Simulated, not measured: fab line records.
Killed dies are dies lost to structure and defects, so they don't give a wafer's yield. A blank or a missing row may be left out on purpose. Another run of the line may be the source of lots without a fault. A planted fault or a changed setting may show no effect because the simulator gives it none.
A struck lot beside a sound one ; flow n5Finfet ; 15 steps out of a route of 1938
Sound: wafers L332.1, L332.4, L332.5. Struck: wafer L348.5 (left out: L348.6, a lot-mate that was not struck); the cause follows at the end.
For every step that has rows: the tool of each side, followed by ch and its chambers, followed by its first start. Under that, the readings that differ: sound wafers ; struck wafers ; difference of the means ; sigmas: that difference in standard deviations of wafers without a fault.
alike: same words and numbers on both sides, and readings whose means sit less than 2 such deviations apart. not compared: any withheld reading, any reading some wafer has no value for, any bound like >300 that may hide the same value, and any number with overlapping values for which the record gives no deviation.
Wherever a step has rows on one side only, a row that says differs or no value, or a row with sigmas, the two part there. Numbers that don't overlap but have no deviation are shown without sigmas and don't part them. Lack of a reading on every wafer of one side parts them only where that side has two or more wafers.

first, 8 steps without rows for these wafers: N5_BEOL_M11_COAT_59 (time 60 s, resist thk 100 nm); N5_BEOL_M11_COAT_60 (time 60 s, resist thk 30 nm); N5_BEOL_M11_COAT_05 (resist thk 90 nm); N5_BEOL_M11_EBR_07; N5_BEOL_M11_SOFTBAKE_06 (time 60 s); N5_BEOL_M11_EXPOSE_08 (exposes mask M11); N5_BEOL_M11_PEB_09 (peb time 60 s); N5_BEOL_M11_DEVELOP_10 (develop time 30 s).
N5_BEOL_M11_CD_MEAS_11: the cd target is 64.1 nm.
  sound on cdSem-02 ch 0, day 10 22:34; struck on cdSem-02 ch 0, day 15 01:02
  alike: cdNm
N5_BEOL_M11_OVL_MEAS_12:
  sound on overlay-01 ch 0, day 10 22:35; struck on overlay-01 ch 0, day 15 01:04
  alike: M11_OVL
N5_BEOL_M11_INSPECT_13: inspects for defects (brightfield).
  sound: defectInspect-01 at day 10 22:37; struck: defectInspect-01 at day 15 01:05
  alike: rawDefectCount
N5_BEOL_M11_DESCUM_16: chemistry O2, time 7.9 s.
  sound on rieDiel-06 ch 0,1,2, day 10 22:39; struck on rieDiel-01 ch 3, day 15 01:08
  alike: drypumpMotorCurrentA, oesProductAu, rfVppV, showerheadPlenumPTorr, throttleValvePct
  not compared: rfHoursCounterH
N5_BEOL_M11_ETCH_61: etches SiARC in CF4, target depth 39 nm, time 65 s.
  sound on rieDiel-06 ch 0,1,2, day 10 22:41; struck on rieDiel-01 ch 3, day 15 01:10
reading;sound;struck;difference;sigmas
etchRfOnTimeS (s);66.4 64.9 64.6;40.6;-24.7;-15
oesProductAu (a.u.);0.63 0.61 0.75;0.82;+0.16;+2
rfFwdPowerW (W);537.7 540.3 539.5;530.1;-9.1;-4
  alike: drypumpMotorCurrentA, rfVppV, showerheadPlenumPTorr, throttleValvePct
  not compared: rfHoursCounterH
N5_BEOL_M11_ETCH_62: etches SOC in N2/H2, target depth 110 nm, overetch 22 nm, time 165 s.
  sound on rieDiel-06 ch 0,1,2, day 10 22:44; struck on rieDiel-01 ch 3, day 15 01:16
  alike: drypumpMotorCurrentA, oesProductAu, rfFwdPowerW, rfVppV, showerheadPlenumPTorr, throttleValvePct
  not compared: rfHoursCounterH
-- record jumps: 2 days separate the struck wafers' starts on either side; left off in module BEOL_M11, taken up again in module PASSIVATION, whose first shown step is the route's number 1936 --
N5_PASSIVATION_PROBE_49:
  only the struck wafers here have rows in the record (prober-01, day 17 01:56); the sound ones have none

== WHERE THEY PART ==
Last at N5_PASSIVATION_PROBE_49 as far as this record goes, first at N5_BEOL_M11_ETCH_61.

WHY: what the simulator had put in
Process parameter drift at N5_BEOL_M11_ETCH_61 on rieDiel-01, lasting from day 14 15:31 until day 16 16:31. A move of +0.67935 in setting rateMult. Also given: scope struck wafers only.
